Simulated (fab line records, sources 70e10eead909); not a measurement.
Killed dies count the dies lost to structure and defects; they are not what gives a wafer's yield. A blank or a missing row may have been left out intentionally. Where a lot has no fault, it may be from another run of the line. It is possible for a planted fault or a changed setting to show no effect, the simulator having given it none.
Chamber matching	flow nand harc	NHARC_A_STAIRCASE_TRIM_187 on rie diel-11 has 4 sister chambers
The step chemistry O2, time 211.2 s. 16 wafers are shown with their chamber, then 8 later ones without.

WAFERS, EACH WITH ITS CHAMBER
wafer	chamber	drypump motor current A (A)	showerhead plenum p Torr (Torr)	oes product au (a.u.)
L075.2	2	5.6	3.40	0.991
L075.3	3	6.3	3.63	1.001
L075.5	0	5.3	3.75	0.993
L085.2	2	5.5	3.38	0.994
L085.3	0	5.3	3.73	0.998
L085.5	3	6.3	3.61	1.009
L086.4	0	5.3	3.73	1.000
L086.5	0	5.3	3.73	1.004
L086.6	1	6.4	3.59	1.025
L088.2	0	5.3	3.73	1.008
L088.3	1	6.4	3.58	1.012
L088.6	3	6.3	3.61	1.000
L093.1	0	5.3	3.72	1.003
L093.5	0	5.3	3.72	1.008
L093.6	1	6.4	3.57	1.014
L095.1	0	5.3	3.71	1.013

SIGNATURES (means of the wafers above)
reading	chamber 0	chamber 1	chamber 2	chamber 3	scatter within a chamber
drypump motor current A	5.300	6.400	5.550	6.300	0.0204
showerhead plenum p Torr	3.7275	3.5800	3.3900	3.6167	0.0116
oes product au	1.00337	1.01700	0.99250	1.00333	0.00602
Rule: a wafer lies at a distance from a chamber equal to the root of the sum of squares, over the readings, of (its reading less the chamber's mean, divided by the reading's scatter). The wafer belongs to the nearest chamber; if the next one is less than 2 further off, it can't be placed. The scatter is the square root of a quotient: the sum, over the shown wafers, of each reading's squared deviation from its chamber's mean, divided by wafers minus chambers.

WAFERS WITH NO CHAMBER GIVEN
wafer	drypump motor current A (A)	showerhead plenum p Torr (Torr)	oes product au (a.u.)
L095.4	5.5	3.36	0.998
L095.5	6.4	3.57	1.010
L096.2	6.4	3.57	1.013
L096.4	6.3	3.59	0.999
L096.5	5.5	3.36	0.991
L097.1	5.6	3.36	1.006
L097.3	6.3	3.59	0.987
L097.5	5.3	3.71	1.014

WHICH CHAMBER EACH ONE RAN IN
wafer	from the rows above	in truth
L095.4	2	2
L095.5	1	1
L096.2	1	1
L096.4	3	3
L096.5	2	2
L097.1	2	2
L097.3	3	3
L097.5	0	0
Correctly placed: 8 of 8. From these rows, 0 cannot be placed. 0 placed wrongly.
